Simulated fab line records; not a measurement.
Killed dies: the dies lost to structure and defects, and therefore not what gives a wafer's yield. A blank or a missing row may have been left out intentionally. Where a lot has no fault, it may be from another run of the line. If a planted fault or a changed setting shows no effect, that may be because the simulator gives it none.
Comparing a struck lot with a sound one    flow n5Finfet    15 out of 1938 route steps
Sound: the wafers L731.1, L731.2, L731.6. Struck: wafer L738.1 (left out: L738.2, L738.6 of the same lot, which were not struck); the cause appears at the end.
Each step with rows lists, per side, the tool, then ch with its chambers, then its first start. Under that, the readings that differ: sound wafers    struck wafers    difference of the means    sigmas: that difference in standard deviations of wafers without a fault.
alike: words and numbers the same on both sides, and readings whose means are apart by under 2 such deviations; not compared: readings that were withheld, readings missing a value for some wafer, numbers with overlapping values and no deviation given by the record, and bounds like >300 which may hide the same value.
Wherever a step has rows on one side only, a row that says differs or no value, or a row with sigmas, the two part there. When numbers do not overlap yet have no deviation, they are printed without sigmas and do not part them. A reading missing from all wafers of one side parts the sides only when that side holds two or more wafers.

first, 2 steps without rows for these wafers: N5_BEOL_M15_ANNEAL_48 (time 90 s); N5_BEOL_M15_CMP_49 (polishes, stops on SiO2, t overpolish 4.9 s, target thk 850 nm).
N5_BEOL_M15_THK_MEAS_50: measures by xrf.
  sound: filmMetro-02 at day 13 16:42; struck: filmMetro-01 at day 15 21:51
  alike: M15_THK
then, 1 step without rows for these wafers: N5_BEOL_M15_PRE_CLEAN_52 (time 15 s).
N5_BEOL_M15_DEP_53: deposits SiCN from 3MS/NH3, target thk 50 nm, time 17.8 s.
  sound on pecvd-04 ch 0,1, day 13 16:46; struck on pecvd-03 ch 2, day 15 21:55
  alike: chamberPressureTorr, showerheadPlenumPTorr, throttleValvePct
N5_BEOL_M15_RS_MEAS_54: measurement is done with a four-point probe.
  sound: filmMetro-02 at day 13 16:50; struck: filmMetro-02 at day 15 21:59
  alike: M15_RS
N5_BEOL_M15_INSPECT_55: inspects for defects (darkfield).
  sound: defectInspect-02 at day 13 16:51; struck: defectInspect-01 at day 15 22:00
  alike: rawDefectCount
N5_BEOL_M15_RC_MEAS_101:
  sound on prober-02 ch 0, day 13 16:53; struck on prober-01 ch 0, day 15 22:02
reading            sound                  struck   difference  sigmas
COMB_M9 (S/m)      1.9e-11 2e-11 1.8e-11  1.1e-11  -8.0e-12    -3
SERP_M10 (ohm/um)  3.22 3.25 3.26         3.03     -0.21       -2
SERP_M13 (ohm/um)  0.294 0.305 0.297      0.318    +0.019      +2
SERP_M8 (ohm/um)   15.0 15.5 14.9         12.9     -2.2        -3
  alike: COMB_M10, COMB_M11, COMB_M12, COMB_M13, COMB_M13_max_site, COMB_M14, COMB_M15, COMB_M5, COMB_M6, COMB_M7, COMB_M7_max_site, COMB_M8, SERP_M11, SERP_M12, SERP_M14, SERP_M5, SERP_M5_max_site, SERP_M6, SERP_M7, SERP_M9, SERP_M9_max_site
N5_PASSIVATION_PECVD_00: deposits SiO2 from SiH4/N2O, target thk 200 nm, time 11.2 s.
  sound on pecvd-03 ch 0,1,2, day 13 17:50; struck on pecvd-01 ch 1, day 15 22:59
reading           sound        struck  difference  sigmas
heaterPowerW (W)  722 505 625  909     +292        +3
  alike: chamberPressureTorr, showerheadPlenumPTorr, susceptorTempC, throttleValvePct
then, 1 step without rows for these wafers: N5_MIM_BOT_DEGAS_01 (time 60 s).
N5_MIM_BOT_SPUTTER_00: material TiN, target thk 35 nm, time 89.7 s.
  sound: pvdSputter-01 at day 13 20:16; struck: pvdSputter-01 at day 16 00:15
  alike: chamberPressurePa, substrateTempC, susceptorTempC, throttleValvePct
N5_MIM_TOP_ALD_00: deposits Al2O3, purge time 3 s, co reactant pulse time 3 s.
  sound on aldHk-01 ch 0,1, day 13 20:22; struck on aldHk-01 ch 1, day 16 00:21
reading                  sound              struck  difference  sigmas
precursorPulseHeightRel  0.990 0.940 0.991  1.052   +0.078      +3
N5_MIM_TOP_ALD_01: deposits HfO2, target thk 5.6 nm, pulse time 1 s, purge time 3 s.
  sound on aldHk-01 ch 0,1, day 13 20:00; struck on aldHk-01 ch 1, day 16 00:00
reading                                  sound        struck  difference  sigmas
aldCycles                                62 62 62     71      +9          
model.HfO2_of_MIM_TOP_ALD_01.thkNm (nm)  5.6 5.6 5.6  6.4     +0.8        
  alike: precursorPulseHeightRel
N5_MIM_TOP_ALD_02: deposits Al2O3, purge time 3 s, co reactant pulse time 3 s.
  sound: aldHk-01 ch 0,1; struck: aldHk-01 ch 1
  alike: precursorPulseHeightRel
N5_PASSIVATION_PROBE_49:
  sound wafers here have rows in the record (prober-02, day 14 09:10); struck ones have none

WHERE THEY PART
Last at N5_PASSIVATION_PROBE_49 as far as this record goes, first at N5_BEOL_M15_RC_MEAS_101.

WHY: whatever the simulator had introduced
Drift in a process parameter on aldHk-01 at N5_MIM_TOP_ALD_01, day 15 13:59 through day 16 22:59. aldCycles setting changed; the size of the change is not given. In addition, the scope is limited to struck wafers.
